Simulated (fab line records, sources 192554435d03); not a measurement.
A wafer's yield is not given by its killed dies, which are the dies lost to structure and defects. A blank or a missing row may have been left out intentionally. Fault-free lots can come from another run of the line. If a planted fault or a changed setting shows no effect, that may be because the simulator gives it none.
Which of the tools did it? -- flow n5-finfet -- 72 wafers from 24 lots sampled at 4 of the route's 1938 steps

## WHAT THE GAUGES READ, wafer by wafer
N5_BEOL_M13_INSPECT_55: inspects for defects (darkfield).
lot,measured,on,raw-defect-count
L074,day 11 17:35,defect-inspect-02,71 89 85
L075,day 11 20:57,defect-inspect-02,99 54 48
L076,day 12 06:34,defect-inspect-02,81 117 58
L078,day 12 09:13,defect-inspect-01,42 83 72
L077,day 12 10:37,defect-inspect-02,70 118 128
L081,day 12 20:34,defect-inspect-02,76 44 62
L079,day 13 01:29,defect-inspect-02,62 74 84
L083,day 13 03:29,defect-inspect-01,109 87 87
L080,day 13 05:35,defect-inspect-02,67 34 80
L082,day 13 10:16,defect-inspect-02,69 78 69
L084,day 14 00:16,defect-inspect-01,51 130 91
L085,day 14 04:52,defect-inspect-02,53 53 63
L088,day 14 16:22,defect-inspect-01,92 97 77
L086,day 14 22:56,defect-inspect-01,49 44 102
L089,day 15 08:49,defect-inspect-02,81 79 76
L087,day 15 09:10,defect-inspect-02,53 66 58
L092,day 15 17:49,defect-inspect-01,52 63 59
L090,day 15 20:30,defect-inspect-02,55 64 28
L091,day 15 18:22,defect-inspect-02,32 124 60
L094,day 16 02:47,defect-inspect-02,134 102 111
L093,day 16 05:47,defect-inspect-01,75 108 72
L095,day 17 04:31,defect-inspect-01,71 86 52
L097,day 17 11:59,defect-inspect-01,56 70 31
L096,day 18 12:17,defect-inspect-01,57 63 52

## WHAT TOOL EACH LOT RAN ON (gives the tool, then ch and the chambers of the sampled wafers, and finally the start)
lot,N5_BEOL_M13_VIA_ETCH_16,N5_BEOL_M13_DESCUM_33,N5_BEOL_M13_DEGAS_41
L074,"rie-diel-05 ch 1,2,3, day 11 12:46","rie-diel-02 ch 1,3, day 11 13:44","pvd-sputter-01, day 11 16:19"
L075,"rie-diel-04 ch 0,2,3, day 11 15:34","rie-diel-02 ch 0,1, day 11 16:35","pvd-sputter-02, day 11 19:41"
L076,"rie-diel-04 ch 0,3, day 12 03:18","rie-diel-05 ch 0,1,2, day 12 04:17","pvd-sputter-02, day 12 05:19"
L078,"rie-diel-02 ch 0,1,3, day 12 04:37","rie-diel-02 ch 1,3, day 12 05:28","pvd-sputter-02, day 12 07:57"
L077,"rie-diel-02 ch 0,3, day 12 06:46","rie-diel-02 ch 0,1,3, day 12 07:38","pvd-sputter-03, day 12 09:04"
L081,"rie-diel-02 ch 1,3, day 12 10:52","rie-diel-05 ch 0,1, day 12 11:53","pvd-sputter-02, day 12 18:46"
L079,"rie-diel-05 ch 0,2,3, day 12 20:39","rie-diel-04 ch 0,1,3, day 12 21:32","pvd-sputter-01, day 13 00:11"
L083,"rie-diel-02 ch 0,1,2, day 12 21:18","rie-diel-05 ch 0,1,2, day 12 22:10","pvd-sputter-02, day 13 01:58"
L080,"rie-diel-02 ch 1,3, day 12 21:42","rie-diel-02 ch 0,2,3, day 12 22:35","pvd-sputter-01, day 13 02:49"
L082,"rie-diel-05 ch 0,1,3, day 13 01:51","rie-diel-04 ch 1,2,3, day 13 02:43","pvd-sputter-03, day 13 08:11"
L084,"rie-diel-04 ch 0,1,2, day 13 20:38","rie-diel-04 ch 1,3, day 13 21:37","pvd-sputter-02, day 13 22:49"
L085,"rie-diel-04 ch 2,3, day 14 01:12","rie-diel-04 ch 0,2,3, day 14 02:21","pvd-sputter-02, day 14 03:32"
L088,"rie-diel-04 ch 0,2, day 14 10:25","rie-diel-02 ch 0,2,3, day 14 11:23","pvd-sputter-02, day 14 15:05"
L086,"rie-diel-04 ch 1,2,3, day 14 18:27","rie-diel-05 ch 0,2,3, day 14 19:40","pvd-sputter-02, day 14 21:26"
L089,"rie-diel-02 ch 0,2, day 15 03:46","rie-diel-04 ch 1,3, day 15 04:37","pvd-sputter-01, day 15 07:32"
L087,"rie-diel-05 ch 1,2, day 15 05:28","rie-diel-04 ch 0,1,2, day 15 06:47","pvd-sputter-01, day 15 07:54"
L092,"rie-diel-04 ch 0,3, day 15 08:40","rie-diel-04 ch 0,1,3, day 15 09:39","pvd-sputter-02, day 15 16:33"
L090,"rie-diel-02 ch 1,2,3, day 15 10:06","rie-diel-02 ch 0,1,2, day 15 10:58","pvd-sputter-02, day 15 19:14"
L091,"rie-diel-02 ch 0,1,2, day 15 12:53","rie-diel-05 ch 1,2,3, day 15 13:52","pvd-sputter-02, day 15 16:59"
L094,"rie-diel-05 ch 0,1, day 15 19:07","rie-diel-04 ch 0,1,3, day 15 20:05","pvd-sputter-02, day 16 01:28"
L093,"rie-diel-04 ch 2,3, day 16 00:44","rie-diel-05 ch 2,3, day 16 01:50","pvd-sputter-03, day 16 04:30"
L095,"rie-diel-04 ch 0,1,3, day 17 01:05","rie-diel-02 ch 1,2,3, day 17 02:07","pvd-sputter-01, day 17 03:14"
L097,"rie-diel-02 ch 1,2, day 17 08:10","rie-diel-04 ch 0,2, day 17 09:01","pvd-sputter-01, day 17 10:41"
L096,"rie-diel-02 ch 0,1, day 18 06:02","rie-diel-02 ch 0,1,2, day 18 07:01","pvd-sputter-02, day 18 11:01"
- N5_BEOL_M13_VIA_ETCH_16: etches SiOC in C4F8/O2/Ar, target depth 921.7 nm.
- N5_BEOL_M13_DESCUM_33: chemistry O2, time 7.9 s.
- N5_BEOL_M13_DEGAS_41: time 60 s.

## WHAT THE TOOLS THEMSELVES READ (means of the sampled wafers that have a number; where no wafer has one, the mark that the record gives instead)
N5_BEOL_M13_VIA_ETCH_16.
lot,tool,drypump-motor-current-A (A),he-outer-torr (Torr),oes-product-au (a.u.),rf-vpp-V (V),showerhead-plenum-p-Torr (Torr),throttle-valve-pct (%)
L074,rie-diel-05,5.5,29.94,0.76,664.4,3.32,23.96
L075,rie-diel-04,5.1,29.96,0.77,668.1,3.52,23.93
L076,rie-diel-04,5.2,30.00,0.79,669.3,3.57,23.78
L078,rie-diel-02,5.8,29.96,0.68,667.7,3.49,24.27
L077,rie-diel-02,5.6,29.93,0.73,668.4,3.51,24.10
L081,rie-diel-02,5.7,29.92,0.67,669.3,3.54,24.31
L079,rie-diel-05,5.9,29.98,0.75,666.0,3.39,24.21
L083,rie-diel-02,5.9,29.94,0.70,665.4,3.42,24.40
L080,rie-diel-02,5.5,30.04,0.71,669.9,3.56,24.13
L082,rie-diel-05,5.8,30.02,0.70,665.3,3.40,24.28
L084,rie-diel-04,5.5,30.06,0.78,669.5,3.57,24.11
L085,rie-diel-04,5.0,30.02,0.74,666.0,3.48,24.06
L088,rie-diel-04,5.2,29.93,0.73,669.0,3.54,23.87
L086,rie-diel-04,5.4,30.01,0.77,668.0,3.53,24.22
L089,rie-diel-02,5.9,29.99,0.69,664.7,3.37,24.38
L087,rie-diel-05,5.6,30.00,0.86,664.3,3.31,23.84
L092,rie-diel-04,5.2,30.01,0.77,669.8,3.55,23.81
L090,rie-diel-02,5.7,30.01,0.73,667.3,3.48,24.28
L091,rie-diel-02,5.8,29.96,0.68,664.8,3.41,24.42
L094,rie-diel-05,5.8,29.98,0.79,665.7,3.39,24.16
L093,rie-diel-04,4.9,30.11,0.70,665.6,3.45,24.14
L095,rie-diel-04,5.5,29.99,0.77,669.8,3.58,24.06
L097,rie-diel-02,5.8,30.02,0.66,666.9,3.46,24.46
L096,rie-diel-02,6.0,30.08,0.79,664.7,3.41,24.18

N5_BEOL_M13_DESCUM_33.
lot,tool,drypump-motor-current-A (A),o2-flow-sccm (sccm),oes-product-au (a.u.),rf-vpp-V (V),showerhead-plenum-p-Torr (Torr),throttle-valve-pct (%)
L074,rie-diel-02,5.7,225.5,0.75,244.0,2.18,20.53
L075,rie-diel-02,6.0,225.4,0.71,244.0,2.10,20.64
L076,rie-diel-05,5.9,224.6,0.74,243.2,2.07,20.40
L078,rie-diel-02,5.7,225.0,0.75,244.8,2.17,20.55
L077,rie-diel-02,5.8,225.5,0.75,243.2,2.15,20.54
L081,rie-diel-05,5.8,224.4,0.68,243.5,2.08,20.52
L079,rie-diel-04,5.5,225.6,0.89,244.5,2.20,20.18
L083,rie-diel-05,6.0,225.0,0.74,243.5,2.07,20.40
L080,rie-diel-02,5.7,225.1,0.83,243.2,2.12,20.54
L082,rie-diel-04,5.4,224.3,0.87,243.9,2.16,20.29
L084,rie-diel-04,5.8,225.3,0.91,245.2,2.19,20.31
L085,rie-diel-04,5.1,224.6,0.81,244.8,2.15,20.18
L088,rie-diel-02,5.7,225.3,0.81,243.0,2.12,20.57
L086,rie-diel-05,5.8,224.6,0.81,243.8,2.08,20.50
L089,rie-diel-04,5.8,224.4,0.90,245.1,2.19,20.33
L087,rie-diel-04,5.4,224.8,0.84,245.0,2.20,20.46
L092,rie-diel-04,5.5,224.7,0.86,244.5,2.19,20.21
L090,rie-diel-02,5.9,225.2,0.75,242.4,2.10,20.69
L091,rie-diel-05,5.6,224.7,0.90,242.9,2.04,20.29
L094,rie-diel-04,5.5,224.1,0.86,244.6,2.19,20.22
L093,rie-diel-05,5.6,224.8,0.84,241.6,2.03,20.27
L095,rie-diel-02,5.6,225.5,0.78,243.7,2.14,20.59
L097,rie-diel-04,5.0,225.5,0.78,243.1,2.16,20.48
L096,rie-diel-02,5.9,224.5,0.85,243.1,2.09,20.54

N5_BEOL_M13_DEGAS_41.
lot,tool,heater-power-w (W)
L074,pvd-sputter-01,340
L075,pvd-sputter-02,371
L076,pvd-sputter-02,322
L078,pvd-sputter-02,330
L077,pvd-sputter-03,325
L081,pvd-sputter-02,379
L079,pvd-sputter-01,334
L083,pvd-sputter-02,328
L080,pvd-sputter-01,357
L082,pvd-sputter-03,311
L084,pvd-sputter-02,317
L085,pvd-sputter-02,330
L088,pvd-sputter-02,339
L086,pvd-sputter-02,315
L089,pvd-sputter-01,400
L087,pvd-sputter-01,387
L092,pvd-sputter-02,326
L090,pvd-sputter-02,324
L091,pvd-sputter-02,359
L094,pvd-sputter-02,372
L093,pvd-sputter-03,308
L095,pvd-sputter-01,385
L097,pvd-sputter-01,334
L096,pvd-sputter-02,335

## THE ANSWER, worked out from the rows above alone
Rule: the lots themselves supply what counts as usual. The widest of any qualifying gaps counts: lots, ordered by their means at a reading, are off when they make up no more than a third of the lots, leave a main group of 4 or more, and stand apart from it by 3 or more times the standard deviation of that group's means. If all means in a main group match to the digits the tables above print for the reading, that group is not used. Also off: a lot with no number at a reading for which 4 or more lots have one. The other lots that the step has rows for count as sound. First the gauges in route order, then the tools' own readings, where a lot's mean is used as printed above. At the first step where some lot is off, the reading lying furthest off is the one used; lots without a number count as furthest.
Nothing can be told from this: no lot is off at any reading shown.

## WHAT THE SIMULATOR HAD INSERTED
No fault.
